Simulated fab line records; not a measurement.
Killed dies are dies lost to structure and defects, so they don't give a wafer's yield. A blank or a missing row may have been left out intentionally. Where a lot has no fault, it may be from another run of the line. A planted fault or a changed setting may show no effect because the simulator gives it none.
Struck lot and sound lot, side by side -- flow nandHarc -- 14 out of 1302 route steps
Sound: the wafers L472.2, L472.4, L472.6. Wafers L466.3, L466.5, L466.6 were the ones struck. The cause is given at the end.
At each step with rows: each side's tool, then ch and its chambers, then its first start. Under that, the readings that differ: sound wafers -- struck wafers -- difference of the means -- sigmas: that difference in standard deviations of wafers without a fault.
alike: same words and numbers on both sides, and readings whose means sit less than 2 such deviations apart. not compared: any withheld reading, any reading some wafer has no value for, any bound like >300 that may hide the same value, and any number with overlapping values for which the record gives no deviation.
The two part at a step that has a row with sigmas, a row that says differs or no value, or rows on one side only. Numbers that don't overlap but have no deviation are shown without sigmas and don't part them. A reading that every wafer of one side lacks parts them only if that side has two wafers or more.

first, 2 steps without rows for these wafers: NHARC_A_SOURCE_PLATE_CVD_03 (deposits poly-Si, target thk 200 nm, time 4000 s); NHARC_A_SOURCE_PLATE_ANNEAL_05 (time 1800 s).
NHARC_A_SOURCE_PLATE_THK_MEAS_06: measures by ellipsometry.
  sound on filmMetro-02, day 13 20:34; struck on filmMetro-01, day 11 05:14
  alike: thkNm
NHARC_A_SOURCE_PLATE_INSPECT_08:
  sound on defectInspect-01, day 13 20:38; struck on defectInspect-01, day 11 05:21
  alike: rawDefectCount
then, no rows for these wafers at 1 step: NHARC_A_ONON_D1_DEP_00 (target thk 1000 nm).
NHARC_A_ONON_D1_THK_MEAS_02: measures by ellipsometry.
  sound on filmMetro-01, day 13 21:13; struck on filmMetro-02, day 11 05:55
  alike: thkNm
then, no rows for these wafers at 1 step: NHARC_A_ONON_D1_DEP_03 (target thk 1000 nm).
NHARC_A_ONON_D1_THK_MEAS_05: measures by ellipsometry.
  sound on filmMetro-02, day 13 21:47; struck on filmMetro-02, day 11 06:29
reading,sound,struck,difference,sigmas
thkNm (nm),1030 1029 1027,1008 1005 1009,-21,-2
then, no rows for these wafers at 1 step: NHARC_A_ONON_D1_DEP_06 (target thk 1000 nm).
NHARC_A_ONON_D1_THK_MEAS_08: measures by ellipsometry.
  sound on filmMetro-01, day 13 22:21; struck on filmMetro-01, day 11 07:03
  alike: thkNm
NHARC_A_ONON_D1_DEP_09: target thk 1000 nm.
  sound on pecvdOnon-04 ch 0, day 13 22:28; struck on pecvdOnon-01 ch 0, day 11 07:14
  alike: n2FlowSccm
NHARC_A_ONON_D1_THK_MEAS_11: measures by ellipsometry.
  sound on filmMetro-02, day 13 22:55; struck on filmMetro-02, day 11 07:37
reading,sound,struck,difference,sigmas
thkNm (nm),989 990 989,624 622 625,-366,-37
then, no rows for these wafers at 1 step: NHARC_A_ONON_D1_DEP_12 (target thk 1000 nm).
-- the record jumps here: 16 days lie between the struck wafers' starts before and after (it left off in module A_ONON_D1 and takes up again in module END, whose first step shown is number 1302 of the route) --
NHARC_END_SORT_01:
  here the record holds rows for the struck wafers (prober-01 ch 0, day 27 17:01) but none for the sound ones

WHERE THEY PART
Earliest at NHARC_A_ONON_D1_THK_MEAS_05; latest, in this record, at NHARC_END_SORT_01.

WHY: the cause the simulator had injected
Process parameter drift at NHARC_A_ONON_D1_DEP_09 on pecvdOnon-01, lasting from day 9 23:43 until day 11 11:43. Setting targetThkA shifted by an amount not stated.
